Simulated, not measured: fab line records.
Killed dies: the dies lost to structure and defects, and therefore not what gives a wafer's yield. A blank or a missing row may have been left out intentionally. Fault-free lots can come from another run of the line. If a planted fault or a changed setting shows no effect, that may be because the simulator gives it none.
Lot-split experiment + flow n5Finfet + 7 lots, 39 wafers read, on a route of 1938 steps

== SPLIT DETAILS ==
At N5_FIN_CUT_CUT_ETCH_26 (etches SiNx in CH3F/O2, target depth 39 nm, time 55.7 s), the setting targetDepthA was moved away from the recipe's 390 angstrom on 12 of the 39 wafers read, by +5.2% to +11.1%. The other wafers ran this setting at the recipe's value.

The split's own step is where the reading is taken.

== THE READING ==
etch.depthNm (the simulator's own value, which no gauge read), in nm, at N5_FIN_CUT_CUT_ETCH_26 (etches SiNx in CH3F/O2, target depth 39 nm, time 55.7 s). No usual value for it is given in the file. Here, 27 wafers ran the recipe; their average is 39.07 nm with a standard deviation of 0.35 nm.

| wafer  | tool, chamber at the split | targetDepthA as run, angstrom | against the recipe | etch.depthNm, nm | against lot-mates on the recipe |
|--------|----------------------------|-------------------------------|--------------------|------------------|---------------------------------|
| L077.1 | rieDiel-02, 2              | 390                           | recipe             | 38.61            | -                               |
| L077.5 | rieDiel-02, 2              | 390                           | recipe             | 38.73            | -                               |
| L077.6 | rieDiel-02, 1              | 390                           | recipe             | 38.96            | -                               |
| L087.1 | rieDiel-01, 3              | 390                           | recipe             | 39.22            | -                               |
| L087.2 | rieDiel-01, 1              | 390                           | recipe             | 38.85            | -                               |
| L087.3 | rieDiel-01, 0              | 390                           | recipe             | 39.67            | -                               |
| L087.4 | rieDiel-01, 2              | 390                           | recipe             | 39.02            | -                               |
| L087.5 | rieDiel-01, 1              | 390                           | recipe             | 38.92            | -                               |
| L087.6 | rieDiel-01, 0              | 390                           | recipe             | 39.45            | -                               |
| L088.1 | rieDiel-02, 2              | 390                           | recipe             | 39.01            | -                               |
| L088.2 | rieDiel-02, 1              | 390                           | recipe             | 39.29            | -                               |
| L088.3 | rieDiel-02, 3              | 390                           | recipe             | 39.71            | -                               |
| L088.4 | rieDiel-02, 2              | 390                           | recipe             | 39.31            | -                               |
| L088.5 | rieDiel-02, 1              | 390                           | recipe             | 39.3             | -                               |
| L088.6 | rieDiel-02, 3              | 390                           | recipe             | 39.63            | -                               |
| L089.1 | rieDiel-01, 2              | 390                           | recipe             | 38.99            | -                               |
| L089.2 | rieDiel-01, 1              | 433.1                         | +11.1%             | 42.98            | +4.03                           |
| L089.3 | rieDiel-01, 0              | 433.1                         | +11.1%             | 43.77            | +4.82                           |
| L089.4 | rieDiel-01, 3              | 390                           | recipe             | 39.36            | -                               |
| L089.5 | rieDiel-01, 1              | 390                           | recipe             | 38.5             | -                               |
| L089.6 | rieDiel-01, 2              | 433.1                         | +11.1%             | 43.22            | +4.27                           |
| L092.1 | rieDiel-06, 0              | 425.8                         | +9.2%              | 41.89            | +3.09                           |
| L092.2 | rieDiel-06, 1              | 425.8                         | +9.2%              | 42.51            | +3.71                           |
| L092.3 | rieDiel-06, 3              | 390                           | recipe             | 38.46            | -                               |
| L092.4 | rieDiel-06, 2              | 390                           | recipe             | 38.83            | -                               |
| L092.5 | rieDiel-06, 2              | 390                           | recipe             | 39.11            | -                               |
| L092.6 | rieDiel-06, 3              | 425.8                         | +9.2%              | 42.22            | +3.42                           |
| L095.1 | rieDiel-02, 1              | 390                           | recipe             | 39.01            | -                               |
| L095.2 | rieDiel-02, 3              | 390                           | recipe             | 39.3             | -                               |
| L095.3 | rieDiel-02, 2              | 411.8                         | +5.6%              | 41.15            | +1.91                           |
| L095.4 | rieDiel-02, 0              | 411.8                         | +5.6%              | 41.83            | +2.59                           |
| L095.5 | rieDiel-02, 0              | 411.8                         | +5.6%              | 41.94            | +2.70                           |
| L095.6 | rieDiel-02, 3              | 390                           | recipe             | 39.42            | -                               |
| L096.1 | rieDiel-06, 3              | 410.1                         | +5.2%              | 40.07            | +1.31                           |
| L096.2 | rieDiel-06, 2              | 410.1                         | +5.2%              | 40.66            | +1.90                           |
| L096.3 | rieDiel-06, 1              | 390                           | recipe             | 38.92            | -                               |
| L096.4 | rieDiel-06, 0              | 390                           | recipe             | 38.38            | -                               |
| L096.5 | rieDiel-06, 2              | 390                           | recipe             | 38.98            | -                               |
| L096.6 | rieDiel-06, 3              | 410.1                         | +5.2%              | 40.48            | +1.72                           |

FIT RESULTS
A straight line over all 39 wafers: etch.depthNm changes by +0.368 nm for each +1% of targetDepthA; r = +0.96; the points scatter about the line by 0.42 nm.
The same after taking each lot's own level away (the mean of its wafers on the recipe; 39 wafers): +0.385 nm for each +1%; r = +0.98; scatter 0.31 nm.
That fit puts the effect of the largest move of targetDepthA on the reading at 4.3 nm.
Across the lots, their own levels run from 38.760 to 39.375 nm, a range of 1.7 times the standard deviation given above.
The two slopes are in agreement: the lot-to-lot level therefore moves the slope only a little.
Check: for one of the wafers moved furthest among these (+11.1%), held out of the fit, the line's prediction against its lot-mates is +4.29 nm. It came out at +4.03 nm against them.

== THE OTHER SPLITS THESE WAFERS WENT THROUGH ==
Other splits were also applied to these wafers ahead of the reading. Each is held against what the fit with the lots' levels taken away leaves over:
| other split on the same wafers        | wafers away from the commonest value | r with etch.depthNm (lot level and that fit taken away) |
|---------------------------------------|--------------------------------------|---------------------------------------------------------|
| N5_FIN_SAQP_ETCH_52 sourceW           | 9                                    | +0.06                                                   |
| N5_FIN_SAQP_SPACER2_ALD_28 targetThkA | 12                                   | +0.09                                                   |

== THE FILE'S OWN FIT ==
etch.depthNm changes by +0.384 nm for each +1% of targetDepthA, r = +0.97.
